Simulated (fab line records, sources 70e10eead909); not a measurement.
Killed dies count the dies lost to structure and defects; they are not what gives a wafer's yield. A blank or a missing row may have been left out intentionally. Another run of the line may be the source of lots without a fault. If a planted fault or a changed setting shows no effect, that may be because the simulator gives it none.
A lot that was struck, set against a sound lot	flow nand harc	15 steps out of a route of 1302
Sound: these wafers, L994.2, L994.3, L994.4. Struck: wafer L111.2 (left out: L111.4, a lot-mate that was not struck); the cause follows at the end.
For every step that has rows: the tool of each side, followed by ch and its chambers, followed by its first start. Under that, the readings that differ: sound wafers	struck wafers	difference of the means	sigmas: that difference in standard deviations of wafers without a fault.
alike: words and numbers the same on both sides, and readings whose means are apart by under 2 such deviations; not compared: readings that were withheld, readings missing a value for some wafer, numbers with overlapping values and no deviation given by the record, and bounds like >300 which may hide the same value.
The two part at a step that has a row with sigmas, a row that says differs or no value, or rows on one side only. Numbers that have no deviation but don't overlap get no sigmas and don't part them. A reading that every wafer of one side lacks parts them only if that side has two wafers or more.

first, 8 steps without rows for these wafers: NHARC_P_CONTACT_COAT_33 (time 75 s); NHARC_P_CONTACT_COAT_34 (time 65 s); NHARC_P_CONTACT_COAT_06 (resist thk 90 nm); NHARC_P_CONTACT_SOFTBAKE_07 (time 55 s); NHARC_P_CONTACT_EBR_08; NHARC_P_CONTACT_EXPOSE_09 (exposes mask P CA, target cd 90 nm); NHARC_P_CONTACT_PEB_10 (peb time 65 s); NHARC_P_CONTACT_DEVELOP_11 (develop time 35 s).
NHARC_P_CONTACT_CD_MEAS_12 targets a cd of 90 nm.
  sound on cd sem-01 ch 0, day 7 07:54; struck on cd sem-02 ch 0, day 14 04:38
  alike: cd nm
NHARC_P_CONTACT_OVL_MEAS_13:
  sound: overlay-01 at day 7 07:59; struck: overlay-02 at day 14 04:44
  alike: overlay x nm, overlay y nm
NHARC_P_CONTACT_INSPECT_14:
  sound: defect inspect-01 at day 7 08:01; struck: defect inspect-01 at day 14 04:46
  alike: raw defect count
NHARC_P_CONTACT_DESCUM_17: chemistry O2, time 3 s.
  sound on rie diel-08 ch 0,1,3, day 7 08:05; struck on rie diel-08 ch 3, day 14 04:50
reading	sound	struck	difference	sigmas
rf hours counter h (h)	3.6 2.8 3.2	4.2	+1.0	
  alike: drypump motor current A, oes product au, rf vpp V, showerhead plenum p Torr, throttle valve pct
NHARC_P_CONTACT_ETCH_35: etches the open film in CF4, target depth 39 nm, time 65 s.
  sound on rie diel-08 ch 0,1,3, day 7 08:10; struck on rie diel-08 ch 2, day 14 04:55
reading	sound	struck	difference	sigmas
over etch frac	0.3 0.3 0.3	0.51278	+0.21278	
rf hours counter h (h)	2.8 3.6 3.3	3.8	+0.6	
  alike: drypump motor current A, oes product au, rf vpp V, showerhead plenum p Torr, throttle valve pct
NHARC_P_CONTACT_ETCH_36: etches the open film in N2/H2, target depth 260 nm, time 406.25 s.
  sound on rie diel-08 ch 1,2,3; struck on rie diel-08 ch 2
reading	sound	struck	difference	sigmas
rf hours counter h (h)	2.9 3.5 3.7	3.8	+0.4	
  alike: drypump motor current A, n2 flow sccm, oes product au, rf vpp V, showerhead plenum p Torr, throttle valve pct
  not compared: over etch frac
next, for these wafers, 1 step has no rows: NHARC_END_SORT_01.

WHERE THEY PART
Nowhere in this record.

WHY: what had been put in by the simulator
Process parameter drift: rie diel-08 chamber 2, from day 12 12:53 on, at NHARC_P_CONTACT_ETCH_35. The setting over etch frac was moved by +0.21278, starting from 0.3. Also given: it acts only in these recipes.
